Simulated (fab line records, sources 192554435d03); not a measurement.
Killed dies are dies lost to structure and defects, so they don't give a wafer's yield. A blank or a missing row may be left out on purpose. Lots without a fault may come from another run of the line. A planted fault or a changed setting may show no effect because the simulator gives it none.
fab line records | flow n5_finfet
record lots=24 wafers=72 last_day=20
route steps=1938 shown HKMG_FIN@398 GATE_CUT@467
lots that met no fault: from a run of the same line without faults
start_h: hours from the record's first day to the start of the lot's first wafer shown | wait_h: hours since the lot's step before | " the same as in the row above | L1.1+2: a row that stands for several wafers | - no value, or no start given | * or withheld: withheld | < > ~ a bound
route shown NAME@n: a module of which the file shows steps, and the number in the route of the first | usual: mean/standard deviation of fault-free wafers | same: alike in all rows | chamber/n: place in a boat | sites: the reading at each site | _std_site: their standard deviation | _edge_site: outer sites' mean less inner sites' | radius_mm: how far each site lies from the wafer's centre | mask NAME#n: copy n | behind: the tool/chamber that last shaped the wafer | hold: why the lot was held/for how many hours/how that ended | device: the transistor (n, p or np) that didn't switch | end of line: the same wafers' tests at the end of the route | a step without rows: its recipe alone | killed: dies lost to structure and defects at the first sort, not the wafer's yield | map: a wafer's dies, x killed, . not, _ none there
set.NAME: the setting as run; set.NAME@STEP: as run at that earlier step | model.NAME: the simulator's own value behind a step, which no gauge read
steps of the route over a sample of lots; a table a step, a row a wafer
services: from which hour (start_h, from the record's first day; less than 0 if before it) a tool's chamber was out of use, for how many hours, and why
## steps
# step N5_HKMG_FIN_CD_MEAS_49
# recipe target_cd_nm=202 landing_energy_ev=500 detector=se_inlens polarity=opening
# usual cd_nm=202.5/0.67
# columns lot.wafer tool chamber start_h wait_h cd_nm
L074.2 cd_sem-01 0 70.93 - 202.9
L074.4 " 0 " " 203.0
L074.6 " 0 " " 203.1
L075.2 cd_sem-01 0 77.62 - 202.1
L075.4 " 0 " " 203.0
L075.5 " 0 " " 202.1
L076.3 cd_sem-01 0 87.33 - 203.1
L076.4 " 0 " " 202.3
L076.5 " 0 " " 202.0
L077.1 cd_sem-03 0 89.22 - 202.0
L077.5 " 0 " " 202.3
L077.6 " 0 " " 202.2
L078.1 cd_sem-03 0 96.29 - 202.8
L078.4 " 0 " " 202.7
L078.5 " 0 " " 203.1
L079.1 cd_sem-01 0 101.75 - 203.1
L079.2 " 0 " " 202.7
L079.3 " 0 " " 202.4
L080.1 cd_sem-02 0 107.06 - 202.3
L080.2 " 0 " " 201.5
L080.4 " 0 " " 202.1
L081.2 cd_sem-03 0 115.30 - 202.7
L081.3 " 0 " " 201.2
L081.4 " 0 " " 202.7
L082.3 cd_sem-01 0 123.24 - 201.6
L082.5 " 0 " " 201.8
L082.6 " 0 " " 202.7
L083.1 cd_sem-01 0 129.23 - 202.3
L083.3 " 0 " " 203.5
L083.5 " 0 " " 202.8
L084.3 cd_sem-02 0 136.10 - 201.9
L084.5 " 0 " " 201.5
L084.6 " 0 " " 201.5
L085.3 cd_sem-01 0 142.45 - 201.7
L085.4 " 0 " " 202.8
L085.6 " 0 " " 202.9
L086.2 cd_sem-02 0 148.99 - 202.5
L086.3 " 0 " " 204.3
L086.5 " 0 " " 203.0
L087.1 cd_sem-03 0 156.19 - 203.8
L087.2 " 0 " " 203.7
L087.5 " 0 " " 203.0
L088.1 cd_sem-02 0 158.72 - 202.2
L088.3 " 0 " " 202.0
L088.6 " 0 " " 201.1
L089.2 cd_sem-02 0 166.39 - 202.3
L089.3 " 0 " " 202.5
L089.5 " 0 " " 203.0
L090.4 cd_sem-02 0 167.99 - 202.1
L090.5 " 0 " " 202.1
L090.6 " 0 " " 202.2
L091.2 cd_sem-01 0 178.67 - 202.7
L091.4 " 0 " " 201.6
L091.6 " 0 " " 202.5
L092.3 cd_sem-02 0 182.34 - 203.1
L092.4 " 0 " " 202.5
L092.5 " 0 " " 202.8
L093.1 cd_sem-01 0 190.42 - 202.9
L093.2 " 0 " " 203.4
L093.6 " 0 " " 202.5
L094.1 cd_sem-02 0 192.41 - 202.4
L094.2 " 0 " " 202.6
L094.6 " 0 " " 202.4
L095.2 cd_sem-02 0 199.00 - 201.8
L095.3 " 0 " " 202.0
L095.6 " 0 " " 201.9
L096.1 cd_sem-03 0 204.34 - 202.9
L096.2 " 0 " " 202.6
L096.4 " 0 " " 203.1
L097.1 cd_sem-01 0 215.39 - 203.0
L097.2 " 0 " " 203.9
L097.4 " 0 " " 203.9
# step N5_HKMG_FIN_STRIP_93
# recipe chemistry=N2/H2 material=SOC time_s=20 power_w=500 temp_c=40 pressure_mtorr=50 rf_frequency_hz=6e+07 bias_power_w=8 h2_frac=0.5 n2_flow_sccm=300 h2_flow_sccm=300
# usual drypump_motor_current_A=5.7/0.38 oes_product_au=0.79/0.093 rf_vpp_V=54.4/0.82 showerhead_plenum_p_Torr=3.42/0.093 throttle_valve_pct=18.8/0.33
# columns lot.wafer tool chamber start_h wait_h drypump_motor_current_A oes_product_au rf_hours_counter_h rf_vpp_V showerhead_plenum_p_Torr throttle_valve_pct
L074.2 rie_diel-04 0 71.75 0.2 6.1 0.68 241 54.5 3.44 19.2
L074.4 " 2 " " 5.9 0.74 161 53.6 3.34 19.3
L074.6 " 0 " " 6.1 0.68 - 55.1 3.44 19.2
L075.2 rie_diel-04 3 78.43 0.2 5.5 0.67 230 55.5 3.43 18.8
L075.4 " 1 " " 6.2 0.76 160 53.9 3.49 19.1
L075.5 " 3 " " 5.5 0.67 - 54.3 3.43 18.8
L076.3 rie_diel-04 1 88.14 0.2 6.2 0.77 163 53.9 3.49 19.1
L076.4 " 2 " " 6.0 0.75 166 54.5 3.33 19.3
L076.5 " 1 " " 6.2 0.77 - 55.4 3.49 19.1
L077.1 rie_diel-06 0 90.03 0.2 5.2 0.70 236 54.9 3.42 18.3
L077.5 " 3 " " 5.0 0.71 - 54.9 3.21 18.5
L077.6 " 0 " " 5.2 0.70 - 55.0 3.42 18.3
L078.1 rie_diel-06 3 97.10 0.2 5.0 0.73 177 54.2 3.20 18.6
L078.4 " 1 " " 5.6 0.87 47 54.1 3.40 18.8
L078.5 " 0 " " 5.2 0.70 - 54.3 3.42 18.3
L079.1 rie_diel-06 1 102.57 0.2 5.6 0.86 49 54.5 3.40 18.8
L079.2 " 2 " " 5.6 0.71 221 53.8 3.47 19.1
L079.3 " 0 " " 5.2 0.70 239 54.1 3.42 18.3
L080.1 rie_diel-01 3 107.87 0.2 5.3 0.93 21 53.1 3.42 18.7
L080.2 " 2 " " 5.9 0.86 36 53.0 3.56 18.6
L080.4 " 2 " " 5.9 0.86 - 56.2 3.56 18.6
L081.2 rie_diel-01 3 116.48 0.4 5.3 0.92 24 55.8 3.41 18.7
L081.3 " 3 " " 5.2 0.91 - 54.0 3.42 18.7
L081.4 " 2 " " 5.9 0.85 - 55.8 3.56 18.6
L082.3 rie_diel-04 1 124.06 0.2 6.2 0.75 177 56.3 3.48 19.1
L082.5 " 1 " " 6.3 0.76 - 55.2 3.48 19.1
L082.6 " 0 " " 6.1 1.00 - 55.4 3.44 18.8
L083.1 rie_diel-04 0 130.04 0.2 6.1 0.99 6 54.7 3.43 18.8
L083.3 " 3 " " 5.5 0.66 250 54.5 3.42 18.8
L083.5 " 3 " " 5.5 0.66 - 53.7 3.42 18.8
L084.3 rie_diel-04 2 136.99 0.2 5.9 0.72 187 53.2 3.32 19.3
L084.5 " 0 " " 6.1 0.97 - 54.4 3.43 18.8
L084.6 " 1 " " 6.2 0.75 - 54.7 3.48 19.1
L085.3 rie_diel-06 3 143.64 0.2 5.0 0.71 192 54.8 3.20 18.6
L085.4 " 3 " " 5.0 0.71 - 53.8 3.20 18.6
L085.6 " 1 " " 5.5 0.83 - 54.4 3.39 18.8
L086.2 rie_diel-04 2 149.80 0.2 5.9 0.73 193 53.1 3.32 19.4
L086.3 " 0 " " 6.1 0.96 15 54.9 3.43 18.8
L086.5 " 0 " " 6.1 0.95 - 53.0 3.43 18.8
L087.1 rie_diel-06 3 157.00 0.2 4.9 0.70 198 54.5 3.19 18.6
L087.2 " 1 " " 5.6 0.82 69 53.8 3.39 18.8
L087.5 " 1 " " 5.6 0.83 - 52.1 3.39 18.8
L088.1 rie_diel-04 1 159.53 0.2 6.2 0.75 193 55.0 3.47 19.1
L088.3 " 0 " " 6.1 0.95 20 54.1 3.43 18.8
L088.6 " 1 " " 6.3 0.76 - 53.9 3.47 19.1
L089.2 rie_diel-01 1 167.20 0.2 5.3 0.73 200 54.8 3.45 19.1
L089.3 " 0 " " 5.9 0.91 14 54.4 3.56 18.4
L089.5 " 1 " " 5.3 0.73 - 53.8 3.45 19.1
L090.4 rie_diel-06 2 169.00 0.0 5.7 0.69 - 54.0 3.46 19.1
L090.5 " 1 " " 5.6 0.82 - 53.5 3.39 18.8
L090.6 " 3 " " 4.9 0.71 - 54.1 3.19 18.6
L091.2 rie_diel-04 3 179.48 0.2 5.5 0.91 10 54.7 3.41 18.4
L091.4 " 1 " " 6.2 0.74 199 54.4 3.47 19.1
L091.6 " 3 " " 5.5 0.90 - 53.8 3.41 18.4
L092.3 rie_diel-01 0 183.16 0.2 5.9 0.89 21 53.5 3.56 18.4
L092.4 " 1 " " 5.3 0.72 - 55.6 3.45 19.1
L092.5 " 0 " " 5.9 0.89 - 54.4 3.56 18.4
L093.1 rie_diel-06 0 191.24 0.2 5.2 0.95 7 53.5 3.41 17.9
L093.2 " 1 " " 5.6 0.80 86 56.1 3.38 18.8
L093.6 " 2 " " 5.7 0.68 - 54.1 3.45 19.1
L094.1 rie_diel-01 2 193.32 0.2 5.9 0.81 69 54.0 3.55 18.6
L094.2 " 0 " " 5.9 0.88 27 54.2 3.56 18.5
L094.6 " 0 " " 5.9 0.87 - 55.2 3.56 18.4
L095.2 rie_diel-06 3 199.93 0.2 4.9 0.70 210 53.9 3.19 18.6
L095.3 " 0 " " 5.2 0.92 11 54.4 3.40 17.9
L095.6 " 3 " " 5.0 0.69 - 53.5 3.19 18.6
L096.1 rie_diel-01 2 205.16 0.2 5.9 0.80 75 54.8 3.54 18.6
L096.2 " 1 " " 5.3 0.71 218 53.5 3.44 19.1
L096.4 " 3 " " 5.3 0.90 39 55.8 3.41 18.7
L097.1 rie_diel-01 3 216.88 0.2 5.3 0.89 43 54.8 3.41 18.7
L097.2 " 2 " " 6.0 0.80 78 54.6 3.54 18.6
L097.4 " 0 " " 5.9 0.87 35 53.9 3.55 18.5
# step N5_HKMG_FIN_CD_MEAS_12
# recipe target_cd_nm=92.8 landing_energy_ev=500 detector=se_inlens
# usual cd_nm=93.0/0.68
# columns lot.wafer tool chamber start_h wait_h cd_nm
L074.2 cd_sem-01 0 74.48 - 93.7
L074.4 " 0 " " 93.4
L074.6 " 0 " " 93.8
L075.2 cd_sem-02 0 81.12 - 93.5
L075.4 " 0 " " 94.0
L075.5 " 0 " " 93.3
L076.3 cd_sem-03 0 90.69 - 92.0
L076.4 " 0 " " 93.3
L076.5 " 0 " " 91.2
L077.1 cd_sem-01 0 92.58 - 91.9
L077.5 " 0 " " 92.8
L077.6 " 0 " " 92.9
L078.1 cd_sem-03 0 99.78 - 91.7
L078.4 " 0 " " 91.2
L078.5 " 0 " " 91.3
L079.1 cd_sem-02 0 105.00 - 93.3
L079.2 " 0 " " 92.6
L079.3 " 0 " " 93.1
L080.1 cd_sem-02 0 110.56 - 93.1
L080.2 " 0 " " 93.1
L080.4 " 0 " " 92.8
L081.2 cd_sem-01 0 119.16 - 93.2
L081.3 " 0 " " 93.8
L081.4 " 0 " " 93.9
L082.3 cd_sem-01 0 126.63 - 93.9
L082.5 " 0 " " 94.6
L082.6 " 0 " " 93.7
L083.1 cd_sem-02 0 132.56 - 92.7
L083.3 " 0 " " 92.8
L083.5 " 0 " " 93.3
L084.3 cd_sem-02 0 139.65 - 93.1
L084.5 " 0 " " 92.5
L084.6 " 0 " " 92.4
L085.3 cd_sem-01 0 146.20 - 93.6
L085.4 " 0 " " 93.2
L085.6 " 0 " " 93.7
L086.2 cd_sem-02 0 152.24 - 93.3
L086.3 " 0 " " 92.3
L086.5 " 0 " " 92.8
L087.1 cd_sem-01 0 159.56 - 92.6
L087.2 " 0 " " 93.3
L087.5 " 0 " " 92.8
L088.1 cd_sem-03 0 162.13 - 92.3
L088.3 " 0 " " 92.8
L088.6 " 0 " " 92.5
L089.2 cd_sem-01 0 170.03 - 93.0
L089.3 " 0 " " 93.4
L089.5 " 0 " " 93.0
L090.4 cd_sem-03 0 171.54 - 93.9
L090.5 " 0 " " 93.5
L090.6 " 0 " " 94.1
L091.2 cd_sem-03 0 182.04 - 93.1
L091.4 " 0 " " 92.4
L091.6 " 0 " " 94.0
L092.3 cd_sem-01 0 185.99 - 92.3
L092.4 " 0 " " 92.6
L092.5 " 0 " " 92.7
L093.1 cd_sem-01 0 193.85 - 93.5
L093.2 " 0 " " 92.7
L093.6 " 0 " " 93.4
L094.1 cd_sem-03 0 195.97 - 93.4
L094.2 " 0 " " 92.6
L094.6 " 0 " " 93.3
L095.2 cd_sem-02 0 202.38 - 93.0
L095.3 " 0 " " 93.5
L095.6 " 0 " " 93.7
L096.1 cd_sem-03 0 207.71 - 93.1
L096.2 " 0 " " 91.8
L096.4 " 0 " " 92.6
L097.1 cd_sem-03 0 219.44 - 93.3
L097.2 " 0 " " 92.7
L097.4 " 0 " " 92.5
# step N5_GATE_CUT_ETCHBACK_30
# recipe chemistry=Cl2/Ar target=TiN target_depth_a=30 mode=isotropic pressure_mtorr=10 icp_w=600 bias_w=60 Cl2_flow_sccm=40 Ar_flow_sccm=60
# usual drypump_motor_current_A=5.9/0.59 mfc_cl2_sccm=40.01/0.12 oes_product_au=0.81/0.1 throttle_valve_pct=20.76/0.23
# columns lot.wafer tool chamber start_h wait_h drypump_motor_current_A mfc_cl2_sccm oes_product_au rf_hours_counter_h throttle_valve_pct
L074.2 rie_metal-01 0 79.26 0.1 5.5 40.05 0.79 28 20.78
L074.4 " 0 " " 5.5 39.90 0.79 - 20.78
L074.6 " 1 " " 5.0 40.01 0.80 - 20.61
L075.2 rie_metal-02 0 85.83 0.1 6.6 40.15 0.60 143 21.06
L075.4 " 1 " " 5.6 40.13 0.70 - 21.19
L075.5 " 1 " " 5.5 40.09 0.71 - 21.18
L076.3 rie_metal-03 1 95.51 0.0 6.7 40.02 0.83 - 20.64
L076.4 " 0 " " 5.7 39.96 0.94 - 20.56
L076.5 " 0 " " 5.8 40.03 0.93 - 20.55
L077.1 rie_metal-02 1 97.29 0.1 5.5 39.96 0.70 59 21.19
L077.5 " 0 " " 6.5 40.07 0.60 - 21.05
L077.6 " 1 " " 5.5 39.92 0.70 - 21.19
L078.1 rie_metal-03 0 105.11 0.1 5.7 40.09 0.93 4 20.56
L078.4 " 0 " " 5.7 40.12 0.92 - 20.55
L078.5 " 0 " " 5.7 40.12 0.92 - 20.56
L079.1 rie_metal-01 1 109.78 0.1 5.0 40.14 0.79 35 20.60
L079.2 " 0 " " 5.5 39.81 0.79 31 20.78
L079.3 " 0 " " 5.5 39.91 0.79 - 20.79
L080.1 rie_metal-02 1 115.27 0.1 5.6 40.03 0.70 61 21.19
L080.2 " 0 " " 6.5 40.02 0.59 145 21.07
L080.4 " 1 " " 5.5 40.05 0.70 - 21.19
L081.2 rie_metal-03 0 124.06 0.1 5.7 40.07 0.91 5 20.57
L081.3 " 0 " " 5.7 39.98 0.92 - 20.56
L081.4 " 1 " " 6.7 39.86 0.83 - 20.64
L082.3 rie_metal-03 1 131.35 0.0 6.7 39.99 0.84 - 20.63
L082.5 " 1 " " 6.7 40.16 0.83 - 20.63
L082.6 " 0 " " 5.7 39.78 0.92 - 20.57
L083.1 rie_metal-03 0 137.85 0.1 5.7 40.09 0.91 6 20.56
L083.3 " 0 " " 5.7 40.03 0.92 - 20.57
L083.5 " 1 " " 6.7 40.14 0.82 - 20.61
L084.3 rie_metal-02 1 144.83 0.0 5.6 39.87 0.69 - 21.20
L084.5 " 0 " " 6.5 40.01 1.00 - 20.62
L084.6 " 1 " " 5.6 39.96 0.70 - 21.19
L085.3 rie_metal-03 1 151.07 0.0 6.7 40.12 0.82 - 20.64
L085.4 " 0 " " 5.7 40.16 0.90 - 20.57
L085.6 " 1 " " 6.7 39.88 0.82 - 20.62
L086.2 rie_metal-02 0 157.17 0.1 6.5 39.96 0.99 2 20.63
L086.3 " 1 " " 5.6 39.71 0.70 - 21.20
L086.5 " 0 " " 6.5 39.83 0.99 - 20.62
L087.1 rie_metal-03 1 164.35 0.1 6.7 40.15 0.82 31 20.63
L087.2 " 0 " " 5.8 39.86 0.90 9 20.57
L087.5 " 1 " " 6.7 40.05 0.82 - 20.64
L088.1 rie_metal-02 0 167.11 0.1 6.5 39.83 0.98 3 20.61
L088.3 " 1 " " 5.5 39.87 0.68 - 21.21
L088.6 " 0 " " 6.5 39.93 0.98 - 20.63
L089.2 rie_metal-01 0 174.90 0.1 5.5 40.18 0.77 35 20.78
L089.3 " 1 " " 5.0 40.11 0.79 - 20.61
L089.5 " 1 " " 5.0 39.91 0.79 - 20.60
L090.4 rie_metal-03 1 176.37 0.0 6.7 40.15 0.81 - 20.64
L090.5 " 1 " " 6.7 39.89 0.81 - 20.64
L090.6 " 0 " " 5.7 39.94 0.89 - 20.57
L091.2 rie_metal-02 1 186.94 0.1 5.6 39.96 0.69 68 21.21
L091.4 " 1 " " 5.6 39.87 0.69 - 21.19
L091.6 " 0 " " 6.5 40.16 0.96 - 20.62
L092.3 rie_metal-01 1 190.81 0.0 5.0 39.77 0.79 - 20.63
L092.4 " 0 " " 5.5 39.93 0.78 - 20.80
L092.5 " 1 " " 5.0 39.89 0.78 - 20.62
L093.1 rie_metal-02 1 198.64 0.1 5.5 40.02 0.68 69 21.21
L093.2 " 0 " " 6.5 40.21 0.94 6 20.64
L093.6 " 0 " " 6.5 40.34 0.94 - 20.62
L094.1 rie_metal-01 1 200.74 0.1 5.0 39.91 0.78 42 20.62
L094.2 " 0 " " 5.6 40.03 0.77 37 20.80
L094.6 " 0 " " 5.6 40.07 0.77 - 20.80
L095.2 rie_metal-03 0 207.40 0.1 5.7 40.05 0.88 12 20.58
L095.3 " 0 " " 5.7 39.94 0.88 - 20.57
L095.6 " 0 " " 5.7 40.06 0.88 - 20.58
L096.1 rie_metal-01 0 212.43 0.1 5.5 40.20 0.77 39 20.81
L096.2 " 1 " " 5.0 39.99 0.77 44 20.64
L096.4 " 0 " " 5.6 40.02 0.77 - 20.81
L097.1 rie_metal-01 0 224.69 0.1 5.5 39.94 0.77 41 20.78
L097.2 " 1 " " 5.0 40.07 0.78 45 20.64
L097.4 " 1 " " 5.0 40.08 0.77 - 20.63
# step N5_GATE_CUT_VAPOR_ETCH_60
# recipe chemistry=BCl3/Cl2 target=HfO2 mode=isotropic
# usual drypump_motor_current_A=5.9/0.59 oes_product_au=0.82/0.1
# columns lot.wafer tool chamber start_h wait_h drypump_motor_current_A oes_product_au
L074.2 rie_metal-01 0 79.29 0.0 5.5 0.80
L074.4 " 0 " " 5.5 0.81
L074.6 " 1 " " 5.0 0.81
L075.2 rie_metal-02 0 85.86 0.0 6.5 0.59
L075.4 " 1 " " 5.6 0.71
L075.5 " 1 " " 5.6 0.71
L076.3 rie_metal-03 1 95.54 0.0 6.7 0.84
L076.4 " 0 " " 5.7 0.96
L076.5 " 0 " " 5.7 0.97
L077.1 rie_metal-02 1 97.32 0.0 5.5 0.71
L077.5 " 0 " " 6.5 0.59
L077.6 " 1 " " 5.5 0.71
L078.1 rie_metal-03 0 105.14 0.0 5.7 0.95
L078.4 " 0 " " 5.7 0.95
L078.5 " 0 " " 5.8 0.95
L079.1 rie_metal-01 1 109.81 0.0 5.0 0.81
L079.2 " 0 " " 5.6 0.79
L079.3 " 0 " " 5.6 0.80
L080.1 rie_metal-02 1 115.30 0.0 5.5 0.71
L080.2 " 0 " " 6.5 0.59
L080.4 " 1 " " 5.5 0.71
L081.2 rie_metal-03 0 124.09 0.0 5.7 0.95
L081.3 " 0 " " 5.7 0.96
L081.4 " 1 " " 6.7 0.84
L082.3 rie_metal-03 1 131.38 0.0 6.7 0.83
L082.5 " 1 " " 6.7 0.82
L082.6 " 0 " " 5.7 0.95
L083.1 rie_metal-03 0 137.88 0.0 5.7 0.94
L083.3 " 0 " " 5.7 0.95
L083.5 " 1 " " 6.7 0.83
L084.3 rie_metal-02 1 144.86 0.0 5.5 0.71
L084.5 " 0 " " 6.5 1.00
L084.6 " 1 " " 5.6 0.72
L085.3 rie_metal-03 1 151.10 0.0 6.7 0.82
L085.4 " 0 " " 5.7 0.93
L085.6 " 1 " " 6.7 0.83
L086.2 rie_metal-02 0 157.20 0.0 6.5 0.97
L086.3 " 1 " " 5.6 0.70
L086.5 " 0 " " 6.4 0.97
L087.1 rie_metal-03 1 164.38 0.0 6.7 0.82
L087.2 " 0 " " 5.7 0.92
L087.5 " 1 " " 6.7 0.83
L088.1 rie_metal-02 0 167.14 0.0 6.6 0.97
L088.3 " 1 " " 5.5 0.70
L088.6 " 0 " " 6.5 0.98
L089.2 rie_metal-01 0 174.93 0.0 5.5 0.78
L089.3 " 1 " " 5.0 0.79
L089.5 " 1 " " 5.0 0.79
L090.4 rie_metal-03 1 176.40 0.0 6.7 0.82
L090.5 " 1 " " 6.7 0.82
L090.6 " 0 " " 5.7 0.93
L091.2 rie_metal-02 1 186.97 0.0 5.6 0.69
L091.4 " 1 " " 5.6 0.70
L091.6 " 0 " " 6.6 0.95
L092.3 rie_metal-01 1 190.84 0.0 5.0 0.78
L092.4 " 0 " " 5.6 0.79
L092.5 " 1 " " 4.9 0.79
L093.1 rie_metal-02 1 198.67 0.0 5.5 0.70
L093.2 " 0 " " 6.6 0.93
L093.6 " 0 " " 6.5 0.93
L094.1 rie_metal-01 1 200.77 0.0 5.0 0.78
L094.2 " 0 " " 5.5 0.77
L094.6 " 0 " " 5.5 0.78
L095.2 rie_metal-03 0 207.43 0.0 5.7 0.91
L095.3 " 0 " " 5.8 0.92
L095.6 " 0 " " 5.7 0.90
L096.1 rie_metal-01 0 212.46 0.0 5.6 0.79
L096.2 " 1 " " 5.0 0.79
L096.4 " 0 " " 5.6 0.78
L097.1 rie_metal-01 0 224.72 0.0 5.5 0.77
L097.2 " 1 " " 5.0 0.78
L097.4 " 1 " " 5.0 0.78
# step N5_GATE_CUT_CD_MEAS_13
# recipe target_cd_nm=20 landing_energy_ev=500 detector=se_inlens
# usual cd_nm=20.00/0.23
# columns lot.wafer tool chamber start_h wait_h cd_nm
L074.2 cd_sem-01 0 82.76 - 20.04
L074.4 " 0 " " 20.21
L074.6 " 0 " " 20.27
L075.2 cd_sem-03 0 89.51 - 19.95
L075.4 " 0 " " 20.44
L075.5 " 0 " " 19.97
L076.3 cd_sem-02 0 98.83 - 20.13
L076.4 " 0 " " 20.48
L076.5 " 0 " " 20.08
L077.1 cd_sem-02 0 102.05 - 19.97
L077.5 " 0 " " 20.11
L077.6 " 0 " " 20.17
L078.1 cd_sem-03 0 108.45 - 20.07
L078.4 " 0 " " 20.09
L078.5 " 0 " " 20.14
L079.1 cd_sem-02 0 113.36 - 20.19
L079.2 " 0 " " 19.78
L079.3 " 0 " " 19.94
L080.1 cd_sem-01 0 118.72 - 19.80
L080.2 " 0 " " 20.07
L080.4 " 0 " " 20.04
L081.2 cd_sem-02 0 127.69 - 19.88
L081.3 " 0 " " 19.44
L081.4 " 0 " " 20.32
L082.3 cd_sem-02 0 134.92 - 19.99
L082.5 " 0 " " 19.72
L082.6 " 0 " " 19.68
L083.1 cd_sem-03 0 141.18 - 20.23
L083.3 " 0 " " 20.24
L083.5 " 0 " " 19.82
L084.3 cd_sem-02 0 148.18 - 19.67
L084.5 " 0 " " 20.42
L084.6 " 0 " " 19.52
L085.3 cd_sem-03 0 154.44 - 20.15
L085.4 " 0 " " 20.16
L085.6 " 0 " " 20.29
L086.2 cd_sem-01 0 160.63 - 19.75
L086.3 " 0 " " 20.36
L086.5 " 0 " " 20.31
L087.1 cd_sem-02 0 167.85 - 20.06
L087.2 " 0 " " 20.25
L087.5 " 0 " " 19.69
L088.1 cd_sem-01 0 170.55 - 20.05
L088.3 " 0 " " 20.16
L088.6 " 0 " " 20.20
L089.2 cd_sem-03 0 178.64 - 19.77
L089.3 " 0 " " 19.87
L089.5 " 0 " " 20.29
L090.4 cd_sem-02 0 179.83 - 19.67
L090.5 " 0 " " 20.18
L090.6 " 0 " " 19.75
L091.2 cd_sem-01 0 190.92 - 19.97
L091.4 " 0 " " 20.31
L091.6 " 0 " " 20.30
L092.3 cd_sem-01 0 194.29 - 19.91
L092.4 " 0 " " 19.99
L092.5 " 0 " " 19.87
L093.1 cd_sem-01 0 202.00 - 20.06
L093.2 " 0 " " 20.16
L093.6 " 0 " " 19.96
L094.1 cd_sem-03 0 204.10 - 19.76
L094.2 " 0 " " 19.98
L094.6 " 0 " " 19.62
L095.2 cd_sem-03 0 210.73 - 19.79
L095.3 " 0 " " 19.95
L095.6 " 0 " " 19.91
L096.1 cd_sem-02 0 215.77 - 20.09
L096.2 " 0 " " 20.52
L096.4 " 0 " " 20.11
L097.1 cd_sem-03 0 228.05 - 19.73
L097.2 " 0 " " 19.94
L097.4 " 0 " " 19.73
## services
# columns tool chamber start_h hours kind
rie_diel-01 1 88.33 1.7 repair
rie_diel-04 0 98.61 - clean
rie_diel-04 0 98.61 - consumable_replace:focus_ring
rie_diel-04 0 98.61 15.3 scheduled_down
rie_diel-04 0 98.61 15.3 vent_cycle
rie_diel-01 1 111.49 9.7 repair
rie_metal-02 0 120.37 - clean
rie_metal-02 0 120.37 21.0 scheduled_down
rie_metal-02 0 120.37 21.0 vent_cycle
rie_diel-04 3 130.10 - clean
rie_diel-04 3 130.10 - consumable_replace:focus_ring
rie_diel-04 3 130.10 23.7 scheduled_down
rie_diel-04 3 130.10 23.7 vent_cycle
rie_diel-06 0 130.10 4.0 repair
rie_diel-06 0 141.88 - clean
rie_diel-06 0 141.88 - consumable_replace:focus_ring
rie_diel-06 0 141.88 33.7 scheduled_down
rie_diel-06 0 141.88 33.7 vent_cycle
rie_diel-01 3 156.77 43.4 repair
rie_diel-04 1 171.89 1.4 repair
rie_diel-06 3 181.80 17.0 repair
rie_diel-06 2 198.81 - clean
rie_diel-01 - 202.64 0.5 repair
rie_metal-03 - 221.17 2.8 pm
## key
fault none
